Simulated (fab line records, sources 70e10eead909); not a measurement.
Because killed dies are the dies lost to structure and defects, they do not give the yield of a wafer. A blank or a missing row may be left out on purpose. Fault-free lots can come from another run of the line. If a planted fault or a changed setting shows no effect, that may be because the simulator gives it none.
fab line records	flow nand-harc
[record] lots = 7	wafers = 21	last-day = 23
route steps=1159 shown P_GATE@178 P_CONTACT@217 END@1159
lots that met no fault: taken from a fault-free run of the same line
start-h: start of the lot's first displayed wafer, in hours after the record's first day	wait-h: time in hours since the lot's previous step	" as in the row above	L1.1+2: one row covering several wafers at once	- value missing, or start not given	* or withheld: withheld	< > ~ a bound
route shown NAME@n: a module of which the file shows steps, and the number in the route of the first	usual: the fault-free wafers' mean and standard deviation	same: alike in all rows	chamber/n: place in a boat	sites: the reading at each site	_std_site: their standard deviation	_edge_site: mean of outer sites minus mean of inner sites	radius-mm: for every site, how far away it sits from the centre of the wafer	mask NAME#n: copy n	behind: the last tool/chamber to shape the wafer	hold: why the lot was held/for how many hours/how that ended	device: transistor that didn't switch, given as n, p or np	end of line: the same wafers' tests at the end of the route	where a step has no rows: the recipe by itself	killed: not the wafer's yield, but the dies lost to structure and defects at the first sort	map: shows each die of a wafer: x if killed, . if not, _ if none is there
set.NAME: the setting that was run; set.NAME@STEP: the one run at that earlier step	model.NAME: the simulator's own value behind a step, which no gauge read
lots at some steps of the route; a table a step, a row a wafer
services: a tool's chamber out of use, with start hour (start-h, from the record's first day; less than 0 if before it), hours out, and reason
[[steps]]
[step NHARC_P_GATE_HMDS_52]
[recipe] time-s = 30
[step NHARC_P_GATE_COAT_53]
[recipe] spin-rpm = 3000
[step NHARC_P_GATE_SOFTBAKE_54]
[recipe] temp-c = 122	time-s = 95
[step NHARC_P_GATE_EBR_55]
[step NHARC_P_GATE_EXPOSE_56]
[recipe] na = 0.6	target-cd-nm = 720	dose-mj = 14.81	mask-id = P_PSD
[step NHARC_P_GATE_PEB_57]
[recipe] peb-temp-c = 118	peb-time-s = 85
[step NHARC_P_GATE_DEVELOP_58]
[recipe] time-s = 70
[step NHARC_P_GATE_CD_MEAS_59]
[recipe] target-cd-nm = 720	landing-energy-ev = 500
[usual] cd-nm = 720.0/2.2
lot.wafer	tool	chamber	start-h	wait-h	cd-nm
L569.1	cd-sem-01	0	111.55	-	720.5
L569.4	"	0	"	"	719.6
L569.6	"	0	"	"	716.9
L570.2	cd-sem-01	0	111.90	-	719.2
L570.4	"	0	"	"	718.3
L570.5	"	0	"	"	720.6
L582.2	cd-sem-02	0	180.05	-	721.6
L582.4	"	0	"	"	719.7
L582.6	"	0	"	"	718.6
L580.2	cd-sem-02	0	184.77	-	720.2
L580.4	"	0	"	"	721.6
L580.6	"	0	"	"	718.3
L584.1	cd-sem-03	0	190.84	-	722.9
L584.2	"	0	"	"	719.6
L584.6	"	0	"	"	720.8
L585.2	cd-sem-02	0	200.20	-	718.5
L585.4	"	0	"	"	720.9
L585.6	"	0	"	"	725.1
L590.1	cd-sem-02	0	231.64	-	714.9
L590.2	"	0	"	"	715.4
L590.3	"	0	"	"	722.0
[step NHARC_P_GATE_HARDBAKE_60]
[recipe] temp-c = 125	time-s = 80
[step NHARC_P_GATE_DESCUM_61]
[recipe] time-s = 3	o2-flow-sccm = 200	ar-flow-sccm = 0	bias-power-w = 0	chemistry = O2
[step NHARC_P_GATE_IMPLANT_62]
[recipe] energy-kev = 20	dose-cm2 = 3e+15	tilt-deg = 7
[step NHARC_P_GATE_STRIP_112]
[recipe] power-w = 1500	temp-c = 110	time-s = 200	chemistry = N2/H2
[usual] drypump-motor-current-A = 5.66/0.27	heater-power-w = 85/4.5
lot.wafer	tool	chamber	start-h	wait-h	drypump-motor-current-A	heater-power-w	rf-hours-counter-h
L569.1	plasma-asher-01	1	112.11	0.2	5.49	83	2
L569.4	"	0	"	"	5.41	92	-
L569.6	"	1	"	"	5.48	82	-
L570.2	plasma-asher-02	1	112.48	0.2	6.12	82	35
L570.4	"	0	"	"	5.72	79	-
L570.5	"	0	"	"	5.71	81	-
L582.2	plasma-asher-01	0	180.61	0.2	5.41	92	24
L582.4	"	0	"	"	5.42	91	-
L582.6	"	0	"	"	5.42	93	-
L580.2	plasma-asher-01	0	185.33	0.2	5.41	92	27
L580.4	"	0	"	"	5.43	92	-
L580.6	"	0	"	"	5.40	90	-
L584.1	plasma-asher-01	1	191.37	0.2	5.51	84	31
L584.2	"	0	"	"	5.45	92	31
L584.6	"	0	"	"	5.42	92	-
L585.2	plasma-asher-01	0	200.73	0.2	5.44	91	33
L585.4	"	1	"	"	5.46	82	-
L585.6	"	0	"	"	5.44	91	-
L590.1	plasma-asher-02	1	232.17	0.2	6.11	87	13
L590.2	"	0	"	"	5.69	83	13
L590.3	"	0	"	"	5.70	83	-
[step NHARC_P_GATE_STRIP_76]
[recipe] power-w = 1500	temp-c = 250	chemistry = O2
[usual] drypump-motor-current-A = 5.67/0.27	heater-power-w = 318/17
lot.wafer	tool	chamber	start-h	wait-h	drypump-motor-current-A	heater-power-w	rf-hours-counter-h
L569.1	plasma-asher-01	1	112.37	0.2	5.49	318	2
L569.4	"	0	"	"	5.43	347	-
L569.6	"	1	"	"	5.48	302	-
L570.2	plasma-asher-02	1	112.70	0.2	6.11	312	36
L570.4	"	0	"	"	5.71	295	-
L570.5	"	0	"	"	5.73	293	-
L582.2	plasma-asher-01	0	180.87	0.2	5.44	343	24
L582.4	"	0	"	"	5.42	339	-
L582.6	"	0	"	"	5.43	343	-
L580.2	plasma-asher-01	0	185.59	0.2	5.42	342	27
L580.4	"	0	"	"	5.42	340	-
L580.6	"	0	"	"	5.42	341	-
L584.1	plasma-asher-01	1	191.64	0.2	5.48	304	31
L584.2	"	0	"	"	5.42	347	31
L584.6	"	0	"	"	5.40	337	-
L585.2	plasma-asher-01	0	201.00	0.2	5.44	338	34
L585.4	"	1	"	"	5.52	305	-
L585.6	"	0	"	"	5.43	343	-
L590.1	plasma-asher-02	1	232.43	0.2	6.13	336	13
L590.2	"	0	"	"	5.69	307	13
L590.3	"	0	"	"	5.68	309	-
[step NHARC_P_GATE_STRIP_63]
[recipe] time-s = 900	temp-c = 130	chemistry = SPM
[step NHARC_P_GATE_DEHYDRATE_83]
[recipe] temp-c = 150	time-s = 120
[step NHARC_P_GATE_HMDS_84]
[recipe] time-s = 30
[step NHARC_P_GATE_COAT_85]
[recipe] spin-rpm = 3000
[step NHARC_P_GATE_SOFTBAKE_86]
[recipe] temp-c = 122	time-s = 95
[step NHARC_P_GATE_EBR_87]
[step NHARC_P_GATE_EXPOSE_88]
[recipe] na = 0.6	target-cd-nm = 2000	dose-mj = 11.87	mask-id = P_HVN
[step NHARC_P_GATE_PEB_89]
[recipe] peb-temp-c = 118	peb-time-s = 85
[step NHARC_P_GATE_DEVELOP_90]
[recipe] time-s = 70
[step NHARC_P_GATE_CD_MEAS_91]
[recipe] target-cd-nm = 2000	landing-energy-ev = 500
[usual] cd-nm = 2000.1/2.4
lot.wafer	tool	chamber	start-h	wait-h	cd-nm
L569.1	cd-sem-01	0	113.28	-	1998.0
L569.4	"	0	"	"	1998.0
L569.6	"	0	"	"	1998.2
L570.2	cd-sem-03	0	113.62	-	2001.2
L570.4	"	0	"	"	2000.0
L570.5	"	0	"	"	1999.5
L582.2	cd-sem-03	0	181.67	-	2002.0
L582.4	"	0	"	"	1999.2
L582.6	"	0	"	"	2003.6
L580.2	cd-sem-01	0	186.39	-	1999.6
L580.4	"	0	"	"	2001.9
L580.6	"	0	"	"	1997.9
L584.1	cd-sem-02	0	192.55	-	2000.3
L584.2	"	0	"	"	1997.6
L584.6	"	0	"	"	2003.3
L585.2	cd-sem-03	0	201.92	-	1998.1
L585.4	"	0	"	"	1997.0
L585.6	"	0	"	"	1998.0
L590.1	cd-sem-03	0	233.35	-	2000.3
L590.2	"	0	"	"	1999.8
L590.3	"	0	"	"	1999.1
[step NHARC_P_GATE_HARDBAKE_92]
[recipe] temp-c = 125	time-s = 80
[step NHARC_P_GATE_DESCUM_93]
[recipe] time-s = 3	o2-flow-sccm = 200	ar-flow-sccm = 0	bias-power-w = 0	chemistry = O2
[step NHARC_P_GATE_IMPLANT_94]
[recipe] energy-kev = 60	dose-cm2 = 2e+15	tilt-deg = 7
[step NHARC_P_GATE_STRIP_113]
[recipe] power-w = 1500	temp-c = 110	time-s = 740	chemistry = N2/H2
[usual] drypump-motor-current-A = 5.64/0.27	heater-power-w = 85/4.7
lot.wafer	tool	chamber	start-h	wait-h	drypump-motor-current-A	heater-power-w	rf-hours-counter-h
L569.1	plasma-asher-01	0	113.81	0.2	5.44	92	2
L569.4	"	0	"	"	5.43	90	-
L569.6	"	0	"	"	5.41	92	-
L570.2	plasma-asher-02	1	114.26	0.3	6.12	84	36
L570.4	"	1	"	"	6.10	83	-
L570.5	"	1	"	"	6.12	83	-
L582.2	plasma-asher-02	1	182.22	0.2	6.10	83	59
L582.4	"	1	"	"	6.12	83	-
L582.6	"	0	"	"	5.74	78	-
L580.2	plasma-asher-01	1	187.04	0.3	5.50	84	28
L580.4	"	1	"	"	5.50	82	-
L580.6	"	1	"	"	5.50	82	-
L584.2	plasma-asher-01	1	193.08	0.2	5.48	81	31
L584.1	"	0	"	"	5.42	91	31
L584.6	"	1	"	"	5.47	84	-
L585.2	plasma-asher-02	1	202.59	0.3	6.11	91	3
L585.4	"	0	"	"	5.68	83	-
L585.6	"	1	"	"	6.09	89	-
L590.2	plasma-asher-02	0	233.89	0.2	5.74	81	14
L590.1	"	1	"	"	6.12	91	14
L590.3	"	1	"	"	6.11	91	-
[step NHARC_P_GATE_STRIP_95]
[recipe] power-w = 1500	temp-c = 250	chemistry = O2
[usual] drypump-motor-current-A = 5.64/0.26	heater-power-w = 319/17
lot.wafer	tool	chamber	start-h	wait-h	drypump-motor-current-A	heater-power-w	rf-hours-counter-h
L569.1	plasma-asher-01	0	114.52	0.6	5.43	338	3
L569.4	"	0	"	"	5.43	336	-
L569.6	"	0	"	"	5.42	338	-
L570.2	plasma-asher-02	1	114.87	0.5	6.10	309	37
L570.4	"	1	"	"	6.10	302	-
L570.5	"	1	"	"	6.11	308	-
L582.2	plasma-asher-02	1	182.93	0.6	6.12	314	60
L582.4	"	1	"	"	6.10	310	-
L582.6	"	0	"	"	5.68	296	-
L580.2	plasma-asher-01	1	187.64	0.5	5.50	303	28
L580.4	"	1	"	"	5.48	302	-
L580.6	"	1	"	"	5.49	310	-
L584.2	plasma-asher-01	1	193.79	0.6	5.49	307	32
L584.1	"	0	"	"	5.41	335	32
L584.6	"	1	"	"	5.49	309	-
L585.2	plasma-asher-02	1	203.19	0.5	6.15	338	4
L585.4	"	0	"	"	5.73	319	-
L585.6	"	1	"	"	6.15	335	-
L590.2	plasma-asher-02	0	234.62	0.6	5.67	300	14
L590.1	"	1	"	"	6.12	343	14
L590.3	"	1	"	"	6.11	327	-
[step NHARC_P_GATE_STRIP_96]
[recipe] time-s = 900	temp-c = 130	chemistry = SPM
[step NHARC_P_GATE_RTA_64]
[recipe] temp-c = 1050	time-s = 1
[step NHARC_P_GATE_ETCH_77]
[recipe] target-depth-a = 60	chemistry = dHF	material = SiO2
[step NHARC_P_GATE_DEGAS_109]
[recipe] temp-c = 300	time-s = 60
[usual] heater-power-w = 434/52
lot.wafer	tool	chamber	start-h	wait-h	heater-power-w
L569.4	pvd-sputter-03	-	115.39	0.1	439
L569.1	"	-	"	"	396
L569.6	"	-	"	"	440
L570.4	pvd-sputter-02	-	115.74	0.1	407
L570.2	"	-	"	"	387
L570.5	"	-	"	"	407
L582.2	pvd-sputter-01	-	183.81	0.1	588
L582.4	"	-	"	"	398
L582.6	"	-	"	"	394
L580.4	pvd-sputter-01	-	188.51	0.1	412
L580.2	"	-	"	"	367
L580.6	"	-	"	"	407
L584.2	pvd-sputter-01	-	194.66	0.1	377
L584.1	"	-	"	"	408
L584.6	"	-	"	"	589
L585.4	pvd-sputter-03	-	204.07	0.1	469
L585.2	"	-	"	"	407
L585.6	"	-	"	"	435
L590.1	pvd-sputter-03	-	235.49	0.1	459
L590.3	"	-	"	"	404
L590.2	"	-	"	"	444
[step NHARC_P_GATE_PRE_CLEAN_110]
[recipe] time-s = 30	bias-v = 200	gas = Ar
[step NHARC_P_GATE_SPUTTER_78]
[recipe] target-thk-a = 100	material = Ni
[step NHARC_P_GATE_SPUTTER_79]
[recipe] target-thk-a = 100	material = TiN
[step NHARC_P_GATE_RTA_80]
[recipe] temp-c = 300	time-s = 30
[usual] wafer_temp_C_max = 301.4/0.32
lot.wafer	tool	chamber	start-h	wait-h	wafer_temp_C_max
L569.1	rtp-anneal-01	0	116.06	-	301.3
L569.4	"	0	"	"	301.9
L569.6	"	0	"	"	301.5
L570.2	rtp-anneal-02	0	116.42	-	301.7
L570.4	"	0	"	"	300.8
L570.5	"	0	"	"	301.9
L582.2	rtp-anneal-01	0	184.13	-	301.4
L582.4	"	0	"	"	301.3
L582.6	"	0	"	"	301.4
L580.2	rtp-anneal-01	0	188.88	-	301.6
L580.4	"	0	"	"	301.3
L580.6	"	0	"	"	301.1
L584.1	rtp-anneal-02	0	194.97	-	301.0
L584.2	"	0	"	"	301.2
L584.6	"	0	"	"	302.1
L585.2	rtp-anneal-02	0	204.38	-	301.7
L585.4	"	0	"	"	301.6
L585.6	"	0	"	"	301.0
L590.1	rtp-anneal-01	0	235.86	-	301.3
L590.2	"	0	"	"	301.2
L590.3	"	0	"	"	301.4
[step NHARC_P_GATE_STRIP_67]
[recipe] time-s = 600	temp-c = 130	chemistry = SPM
[step NHARC_P_GATE_RTA_82]
[recipe] temp-c = 450	time-s = 30
[step NHARC_P_GATE_INSPECT_68]
[usual] raw-defect-count = 209/78
lot.wafer	tool	chamber	start-h	wait-h	raw-defect-count
L570.2	defect-inspect-01	-	117.05	0.1	197
L570.4	"	-	"	"	304
L570.5	"	-	"	"	183
L569.1	defect-inspect-02	-	117.06	0.3	109
L569.4	"	-	"	"	143
L569.6	"	-	"	"	143
L582.2	defect-inspect-02	-	184.76	0.1	177
L582.4	"	-	"	"	157
L582.6	"	-	"	"	133
L580.2	defect-inspect-02	-	189.51	0.1	597
L580.4	"	-	"	"	749
L580.6	"	-	"	"	695
L584.1	defect-inspect-02	-	195.63	0.2	666
L584.2	"	-	"	"	514
L584.6	"	-	"	"	618
L585.2	defect-inspect-02	-	205.03	0.1	500
L585.4	"	-	"	"	526
L585.6	"	-	"	"	516
L590.1	defect-inspect-01	-	236.51	0.2	268
L590.2	"	-	"	"	277
L590.3	"	-	"	"	303
[step NHARC_P_CONTACT_DEP_30]
[recipe] target-thk-a = 300	temp-c = 400	target-thk-nm = 30	flow-sccm = 200	rf-w = 450	material = SiNx
[step NHARC_END_SORT_01]
[recipe] temp-c = 25
[usual] killed-at-array = 29/10	killed-at-other = 0.7/1	killed-at-periphery = 3.7/2.6	killed-dies = 33/10	killed-open = 3.4/1.8	killed-short = 1.8/1.3
[same] gross-dies = 677
lot.wafer	tool	chamber	start-h	wait-h	killed-at-array	killed-at-other	killed-at-periphery	killed-dies	killed-open	killed-short
L582.2	prober-01	0	507.44	2.8	14	0	7	21	1	2
L582.4	prober-01	0	509.02	3.4	20	2	7	29	1	3
L582.6	prober-01	0	510.60	4.0	28	1	5	34	6	2
L580.2	prober-02	0	508.75	2.8	32	0	42	74	4	4
L580.4	prober-02	0	510.34	3.4	27	0	39	66	3	6
L580.6	prober-02	0	511.94	4.0	30	2	48	80	2	3
L585.2	prober-01	0	536.68	2.8	18	0	51	69	5	1
L585.4	prober-01	0	538.29	3.4	21	0	42	63	4	2
L585.6	prober-01	0	539.89	4.0	20	1	40	61	4	4
L584.1	prober-01	0	543.69	2.5	32	1	40	73	5	1
L584.2	prober-01	0	544.49	2.8	49	0	41	90	5	2
L584.6	prober-01	0	547.72	4.0	46	0	40	86	3	1
// killed by level:class
L582.2 A_CONTACT:chamber-film-flake=5 A_CHANNEL_HOLE_D1:chamber-film-flake=3 P_ZERO_WELL:chamber-film-flake=2 P_STI:chamber-film-flake=2 A_STAIRCASE:chamber-film-flake=2 A_BLC:chamber-film-flake=2 P_M0:geometric-particle:short=1 P_M2:geometric-particle:open=1
L580.2 P_GATE:unspecified=42 A_SLIT:chamber-film-flake=14 A_CONTACT:chamber-film-flake=5 A_CHANNEL_HOLE_D1:chamber-film-flake=3 A_M0:geometric-particle:open=2 A_SOURCE_PLATE:geometric-particle:short=1 A_CHANNEL_FILL_D1:geometric-particle:short=1 A_WL_FILL:geometric-particle:short=1
L582.4 P_M2:chamber-film-flake=5 A_STAIRCASE:chamber-film-flake=4 A_CONTACT:chamber-film-flake=4 A_CHANNEL_HOLE_D1:chamber-film-flake=3 A_BLC:chamber-film-flake=3 A_WL_FILL:chamber-film-flake=2 P_GATE:chamber-film-flake=2 THIN_TSV:chamber-film-flake=2
L580.4 P_GATE:unspecified=36 A_SLIT:chamber-film-flake=17 A_WL_FILL:geometric-particle:short=3 P_STI:geometric-particle:short=1 P_CONTACT:geometric-particle:open=1 A_ONON_D1:geometric-particle:short=1 A_CHANNEL_FILL_D1:geometric-particle:short=1 A_CONTACT:geometric-particle:open=1
L582.6 A_STAIRCASE:chamber-film-flake=5 A_CONTACT:chamber-film-flake=5 A_BLC:chamber-film-flake=4 A_ONON_D1:geometric-particle:open=2 A_CONTACT:geometric-particle:open=2 P_M2:chamber-film-flake=2 A_CHANNEL_HOLE_D1:chamber-film-flake=2 A_WL_FILL:chamber-film-flake=2
L580.6 P_GATE:unspecified=46 A_SLIT:chamber-film-flake=10 A_CONTACT:chamber-film-flake=6 A_CHANNEL_HOLE_D1:chamber-film-flake=3 A_STAIRCASE:chamber-film-flake=3 A_WL_FILL:chamber-film-flake=3 THIN_TSV:chamber-film-flake=2 A_ONON_D1:geometric-particle:short=1
L585.2 P_GATE:unspecified=46 A_CHANNEL_HOLE_D1:chamber-film-flake=10 A_CONTACT:chamber-film-flake=4 P_CONTACT:geometric-particle:open=3 A_STAIRCASE:chamber-film-flake=2 P_GATE:geometric-particle:open=1 A_CHANNEL_FILL_D1:geometric-particle:open=1 A_WL_FILL:geometric-particle:short=1
L585.4 P_GATE:unspecified=38 A_CHANNEL_HOLE_D1:chamber-film-flake=8 A_CONTACT:chamber-film-flake=6 A_STAIRCASE:chamber-film-flake=4 P_CONTACT:geometric-particle:open=1 P_M0:geometric-particle:open=1 P_M1:geometric-particle:short=1 A_CHANNEL_FILL_D1:geometric-particle:open=1
L585.6 P_GATE:unspecified=38 A_CHANNEL_HOLE_D1:chamber-film-flake=10 A_STAIRCASE:chamber-film-flake=4 A_WL_FILL:geometric-particle:short=2 A_CONTACT:geometric-particle:open=2 P_CONTACT:geometric-particle:open=1 P_M0:geometric-particle:short=1 A_CHANNEL_FILL_D1:geometric-particle:short=1
L584.1 P_GATE:unspecified=39 A_CHANNEL_HOLE_D1:chamber-film-flake=15 A_SLIT:chamber-film-flake=7 A_STAIRCASE:chamber-film-flake=5 P_GATE:geometric-particle:open=1 A_CHANNEL_FILL_D1:geometric-particle:open=1 A_WL_FILL:geometric-particle:open=1 A_CONTACT:geometric-particle:open=1
L584.2 P_GATE:unspecified=40 A_CHANNEL_HOLE_D1:chamber-film-flake=18 A_STAIRCASE:chamber-film-flake=13 A_SLIT:chamber-film-flake=10 A_CONTACT:geometric-particle:open=2 A_CONTACT:chamber-film-flake=2 P_CONTACT:geometric-particle:open=1 A_CHANNEL_HOLE_D1:geometric-particle:open=1
L584.6 P_GATE:unspecified=38 A_CHANNEL_HOLE_D1:chamber-film-flake=24 A_SLIT:chamber-film-flake=12 A_STAIRCASE:chamber-film-flake=5 P_M2:geometric-particle:open=1 A_CONTACT:geometric-particle:open=1 A_M0:geometric-particle:open=1 A_M1:geometric-particle:short=1
// map L580.6 (x killed, . not)
____________.____________
_________......._________
_______..........._______
______....x........______
_____............x.._____
____xx......x..xx....____
____.x........x...x..____
___xxxxx..............___
___xxxx......xx.x.....___
__xxxxx.......x..x.....__
__xxxxxx...............__
_xxxxxx................._
_xxxxx.x.x.x............_
_xxxxx....x...x........._
_xxxxx....x............._
_x.xx....x......x......._
...x........x............
.........................
...........x.....x.......
.........................
.........................
_......................._
_.....................x._
_..............x.......x_
_......................._
_.....xx...x...x........_
__.....................__
__.....................__
___...................___
___............x......___
____.................____
____.................____
_____x.............._____
______.............______
_______..........._______
_________......._________
____________.____________
// map L584.2 (x killed, . not)
____________.____________
_________......._________
_______..........._______
______.............______
_____..............._____
____.................____
____............x....____
___xxx................___
___xx.................___
__xxxx.x.....x.........__
__xxxx.....xxx....x....__
_xxxxx..x.......xx......_
_xxxxxx.....x..........._
_xxxxxxxx..x..x........._
_xxxxxxxxx.....xx.x....._
_xxxxxxxx..............._
.x.x...x.....x...........
.x...xxxx.x..............
.x...x...................
.........................
.....x...................
_.x....................._
_x.x...x................_
_...x..................._
_......................._
_......x................_
__......x..............__
__.....................__
___x.x................___
___.x...x.............___
____.....x...........____
____.................____
_____..............._____
______.............______
_______..........._______
_________......._________
____________.____________
[[services]]
tool	chamber	start-h	hours	kind
plasma-asher-01	-	99.00	9.0	pm
plasma-asher-01	0	99.00	9.0	vent-cycle
plasma-asher-01	1	99.00	9.0	vent-cycle
pvd-sputter-03	-	102.00	10.0	pm
plasma-asher-01	0	108.00	-	clean
plasma-asher-01	1	108.00	-	clean
pvd-sputter-02	-	148.48	3.7	repair
pvd-sputter-01	-	158.00	10.0	pm
pvd-sputter-03	-	176.10	4.3	repair
plasma-asher-02	1	183.00	9.0	vent-cycle
pvd-sputter-03	-	184.20	6.2	repair
plasma-asher-02	0	192.00	-	clean
plasma-asher-02	1	192.00	-	clean
pvd-sputter-02	-	214.00	10.0	pm
[[key]]
[first-sign] step = NHARC_P_GATE_INSPECT_68	reading = raw-defect-count	direction = up	sigmas = 5	usual = 209	struck = 598
[effect] step = NHARC_END_SORT_01	reading = killed-at-periphery	direction = up	sigmas = 15	usual = 3.7	struck = 42.6
[more-kills-born-at] NHARC_P_GATE_STRIP_76@plasma-asher-01 = 363
met-at NHARC_P_GATE_STRIP_76
struck-wafers L580.2,L580.4,L580.6,L584.1,L584.2,L584.6,L585.2,L585.4,L585.6
tester-left-out L580,L584,L585
onset-between 180.87 185.59
also-fits NHARC_P_GATE_STRIP_112:plasma-asher-01
[fault] kind = chamber-particle-source	tool = plasma-asher-01	chamber = -	onset-h = 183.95	steps = NHARC_P_GATE_STRIP_76	rate-per-visit-cm2 = 0.53422	end-h = 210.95
// tester-left-out: of these lots the tester's yield and bins aren't shown, on N5 and GAA mostly nor the transistor test; their killed dies are dies lost to structure and defects alone, not to doping, threshold or leakage, so they don't give the yield
